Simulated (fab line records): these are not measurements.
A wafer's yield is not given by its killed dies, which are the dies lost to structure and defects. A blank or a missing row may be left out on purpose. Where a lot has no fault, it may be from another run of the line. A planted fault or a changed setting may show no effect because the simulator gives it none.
The tool behind it: which one? ; flow n5-finfet ; 11 lots with 32 wafers sampled at 4 steps, on a route of 1938 steps

== WHAT THE GAUGES SHOWED, per wafer ==
N5_BEOL_M10_OVL_MEAS_12.
lot;measured;on;M10_OVL (nm)
L955;day 9 12:04;overlay-01;1.0 0.4 -0.6
L957;day 10 03:27;overlay-02;0.4 1.0 -0.6
L958;day 10 15:29;overlay-01;0.8 -0.2 0.6
L959;day 10 20:13;overlay-01;1.5 1.0 1.8
L960;day 11 04:07;overlay-02;0.8 -0.3 -0.1
L969;day 13 12:34;overlay-02;0.6 -0.7
L971;day 14 02:28;overlay-01;0.1 1.9 0.4
L974;day 14 15:48;overlay-02;1.0 1.3 0.7
L975;day 15 01:28;overlay-01;0.6 1.6 -0.5
L976;day 15 07:02;overlay-02;0.1 0.3 2.3
L978;day 15 17:07;overlay-02;-0.2 -1.1 0.0

N5_BEOL_M10_OCD_MEAS_38.
lot;measured;on;trench-depth-nm (nm)
L955;day 9 15:08;ocd-01;148 150 148
L957;day 10 07:29;ocd-02;147 159 156
L958;day 10 18:44;ocd-02;148 152 143
L959;day 10 21:47;ocd-02;148 152 150
L960;day 11 06:56;ocd-01;157 152 145
L969;day 13 16:08;ocd-02;152 151
L971;day 14 04:16;ocd-02;145 151 152
L974;day 14 20:26;ocd-02;149 158 147
L975;day 15 03:34;ocd-01;145 157 152
L976;day 15 08:56;ocd-02;150 154 154
L978;day 15 19:11;ocd-01;147 147 151

== TOOL THAT RAN EACH LOT (tool first, then ch and the chambers of the sampled wafers, then the start) ==
lot;N5_BEOL_M10_STRIP_67;N5_BEOL_M10_VIA_ETCH_34
L955;rie-diel-01 ch 0,2,3, day 9 12:39;rie-diel-01 ch 0,1,2, day 9 14:52
L957;rie-diel-01 ch 0,1,3, day 10 04:49;rie-diel-03 ch 1,2,3, day 10 07:12
L958;rie-diel-01 ch 1,3, day 10 16:34;rie-diel-03 ch 0,2,3, day 10 18:27
L959;rie-diel-01 ch 0,1,3, day 10 20:31;rie-diel-01 ch 0,1,3, day 10 21:31
L960;rie-diel-01 ch 1,2, day 11 04:37;rie-diel-03 ch 0,1,2, day 11 06:39
L969;rie-diel-04 ch 0,2, day 13 13:17;rie-diel-03 ch 2,3, day 13 15:51
L971;rie-diel-04 ch 2,3, day 14 02:50;rie-diel-03 ch 0,2,3, day 14 03:59
L974;rie-diel-01 ch 0,1,3, day 14 16:05;rie-diel-04 ch 0,1,2, day 14 20:10
L975;rie-diel-01 ch 0,1,2, day 15 01:45;rie-diel-04 ch 1,2,3, day 15 03:16
L976;rie-diel-01 ch 0,1,2, day 15 07:20;rie-diel-04 ch 0,3, day 15 08:40
L978;rie-diel-03 ch 0,1,3, day 15 17:34;rie-diel-01 ch 0,1,2, day 15 18:54
- N5_BEOL_M10_STRIP_67: strips in CF4.
- N5_BEOL_M10_VIA_ETCH_34: etches SiCOH lowk in C4F6/O2, target depth 184.5 nm, time 69.2 s.

== WHAT THE TOOLS THEMSELVES READ (means of the sampled wafers that have a number; where no wafer has one, the mark that the record gives instead) ==
N5_BEOL_M10_STRIP_67.
lot;tool;drypump-motor-current-A (A);oes-product-au (a.u.);rf-vpp-V (V);showerhead-plenum-p-Torr (Torr);throttle-valve-pct (%)
L955;rie-diel-01;5.7;0.82;272.5;1.86;13.54
L957;rie-diel-01;6.0;0.74;270.9;1.79;13.54
L958;rie-diel-01;5.7;0.71;270.0;1.75;13.66
L959;rie-diel-01;6.0;0.73;270.8;1.79;13.57
L960;rie-diel-01;5.3;0.83;271.7;1.85;13.66
L969;rie-diel-04;5.3;0.81;272.8;1.90;13.50
L971;rie-diel-04;5.0;0.72;270.9;1.77;13.66
L974;rie-diel-01;6.0;0.81;272.3;1.85;13.44
L975;rie-diel-01;5.7;0.85;272.6;1.87;13.44
L976;rie-diel-01;5.8;0.84;272.8;1.87;13.44
L978;rie-diel-03;5.7;0.88;272.2;1.87;13.61

N5_BEOL_M10_VIA_ETCH_34.
lot;tool;drypump-motor-current-A (A);oes_ar_750_au (a.u.);oes-product-au (a.u.);rf-vpp-V (V);showerhead-plenum-p-Torr (Torr);throttle-valve-pct (%)
L955;rie-diel-01;5.7;0.82;0.82;663;2.89;20.90
L957;rie-diel-03;5.6;0.76;0.77;685;2.89;21.00
L958;rie-diel-03;6.0;0.70;0.71;678;2.86;21.17
L959;rie-diel-01;6.0;0.74;0.74;678;2.85;20.92
L960;rie-diel-03;5.8;0.75;0.77;676;2.88;20.96
L969;rie-diel-03;5.8;0.84;0.98;683;2.81;21.04
L971;rie-diel-03;6.0;0.77;0.92;679;2.84;21.12
L974;rie-diel-04;5.5;0.83;0.82;663;2.94;20.94
L975;rie-diel-04;5.3;0.78;0.78;659;2.83;20.94
L976;rie-diel-04;5.2;0.73;0.73;658;2.81;21.09
L978;rie-diel-01;5.7;0.84;0.84;666;2.97;20.83

== THE ANSWER, worked out from the rows above alone ==
Rule: what is usual is taken from the lots themselves. The widest of any qualifying gaps counts: lots, ordered by their means at a reading, are off when they make up no more than a third of the lots, leave a main group of 4 or more, and stand apart from it by 3 or more times the standard deviation of that group's means. If all means in a main group match to the digits the tables above print for the reading, that group is not used. A lot without any number at a reading at which 4 lots or more have one is off too. Where the step has rows for the other lots, those lots are counted as sound. After the gauges, taken in route order, come the tools' own readings; for these a lot's mean is taken, as printed above. At the first step where some lot is off, the reading lying furthest off is the one used; lots without a number count as furthest.
Nothing can be told from this: no lot is off at any reading shown.

== WHAT THE SIMULATOR HAD PUT IN ==
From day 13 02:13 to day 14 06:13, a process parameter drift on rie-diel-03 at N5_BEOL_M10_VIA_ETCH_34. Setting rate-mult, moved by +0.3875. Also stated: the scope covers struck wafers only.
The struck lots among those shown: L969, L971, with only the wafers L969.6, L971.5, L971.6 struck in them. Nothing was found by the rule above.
